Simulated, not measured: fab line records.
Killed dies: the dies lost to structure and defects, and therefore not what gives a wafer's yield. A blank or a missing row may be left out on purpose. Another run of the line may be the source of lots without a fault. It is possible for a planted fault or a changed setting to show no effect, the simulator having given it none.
What tool caused it? -- flow n5_finfet -- 24 wafers from 8 lots sampled at 6 of the route's 1938 steps

WHAT EACH GAUGE READ, for each wafer
N5_BEOL_M0_RS_MEAS_126: measures by four-point-probe.
lot,measured,on,M0_RS (ohm/sq)
L460,day 6 05:37,film_metro-02,0.522 0.542 0.563
L462,day 7 07:58,film_metro-01,0.551 0.523 0.540
L467,day 7 22:31,film_metro-02,0.696 0.690 0.679
L468,day 8 05:31,film_metro-01,0.667 0.660 0.694
L474,day 9 14:58,film_metro-01,0.530 0.573 0.546
L475,day 9 17:53,film_metro-02,0.569 0.515 0.584
L477,day 10 14:07,film_metro-01,0.580 0.570 0.545
L479,day 10 17:34,film_metro-01,0.587 0.549 0.582

TOOL THAT RAN EACH LOT (tool first, then ch and the chambers of the sampled wafers, then the start)
lot,N5_MOL_CONTACT_COAG_ETCH_124,N5_MOL_CONTACT_COAG_ETCH_48,N5_BEOL_M0_SAQP_PECVD_00,N5_BEOL_M0_SAQP_HM_DEP_111,N5_BEOL_M0_ETCH_109
L460,"rie_diel-02 ch 0,3, day 5 10:37","rie_diel-02 ch 0,3, day 5 10:40","pecvd-02 ch 1,2, day 5 15:05","pecvd-04 ch 1,2, day 5 16:21","rie_diel-05 ch 0,2, day 6 02:38"
L462,"rie_diel-05 ch 0,1,2, day 5 20:20","rie_diel-05 ch 0,1,2, day 5 20:23","pecvd-01 ch 1,2, day 6 00:48","pecvd-01 ch 1,2, day 6 02:21","rie_diel-04 ch 0,1,3, day 6 09:56"
L467,"rie_diel-02 ch 0,1,3, day 7 03:31","rie_diel-02 ch 0,1,3, day 7 03:34","pecvd-01 ch 0,1,2, day 7 08:01","pecvd-01 ch 0,1,2, day 7 08:28","rie_diel-05 ch 0,1,2, day 7 18:43"
L468,"rie_diel-02 ch 0,1,3, day 7 08:34","rie_diel-02 ch 0,1,3, day 7 08:37","pecvd-04 ch 0,1, day 7 13:02","pecvd-02 ch 0,2, day 7 15:37","rie_diel-02 ch 1,2,3, day 8 00:34"
L474,"rie_diel-02 ch 1,2,3, day 8 20:37","rie_diel-02 ch 1,2,3, day 8 20:39","pecvd-04 ch 1,2, day 9 01:05","pecvd-02 ch 0,1,2, day 9 02:35","rie_diel-02 ch 0,1,3, day 9 11:08"
L475,"rie_diel-04 ch 1,2, day 9 00:11","rie_diel-04 ch 1,2, day 9 00:14","pecvd-04 ch 1,2, day 9 04:39","pecvd-01 ch 0,1, day 9 06:10","rie_diel-05 ch 0,1,3, day 9 15:10"
L477,"rie_diel-05 ch 0,1,2, day 9 15:32","rie_diel-05 ch 0,1,2, day 9 15:35","pecvd-04 ch 1,2, day 9 20:08","pecvd-02 ch 0,1,2, day 9 22:48","rie_diel-04 ch 0,1,2, day 10 10:29"
L479,"rie_diel-02 ch 2,3, day 9 19:55","rie_diel-02 ch 2,3, day 9 19:58","pecvd-04 ch 1, day 10 02:09","pecvd-01 ch 0,1, day 10 03:17","rie_diel-05 ch 1,2,3, day 10 13:05"
- N5_MOL_CONTACT_COAG_ETCH_124: etches SiNx in CH3F/O2, stops on SiOC, target depth 6.5 nm.
- N5_MOL_CONTACT_COAG_ETCH_48: etches SiOC in C4F6/O2, target depth 15 nm, overetch 4.5 nm, time 17 s.
- N5_BEOL_M0_SAQP_PECVD_00: deposits SiCN from 3MS/NH3, target thk 8 nm, time 14 s.
- N5_BEOL_M0_SAQP_HM_DEP_111: deposits SiO2 from SiH4/N2O, target thk 12 nm, time 7.2 s.
- N5_BEOL_M0_ETCH_109: etches SiCN in CH3F/O2, target depth 8 nm, overetch 2.4 nm, time 27.4 s.

THE ANSWER, worked out from the rows above alone
Rule: what is usual is taken from the lots themselves. Put in order of their means at a reading, lots are off if they are a third of the lots or fewer, leave a main group of 4 or more, and stand apart from it by a gap of 3 or more times the standard deviation of the main group's means; of several such gaps the widest counts. A main group whose means are all the same, to the digits that the tables above print for the reading, isn't used. Also off: a lot with no number at a reading for which 4 or more lots have one. Where the step has rows for the other lots, those lots are counted as sound.
Off: at N5_BEOL_M0_RS_MEAS_126 (M0_RS), L467, L468. The main group: mean 0.554 ohm/sq, standard deviation 0.012.
A tool fits if, at a process step before that reading, it ran every lot that is off, and no sound lot after the first of them. Gauges at N5_BEOL_M0_RS_MEAS_126: tried the same way as those tools. Of those tried, none fits.

WHAT THE SIMULATOR PUT IN
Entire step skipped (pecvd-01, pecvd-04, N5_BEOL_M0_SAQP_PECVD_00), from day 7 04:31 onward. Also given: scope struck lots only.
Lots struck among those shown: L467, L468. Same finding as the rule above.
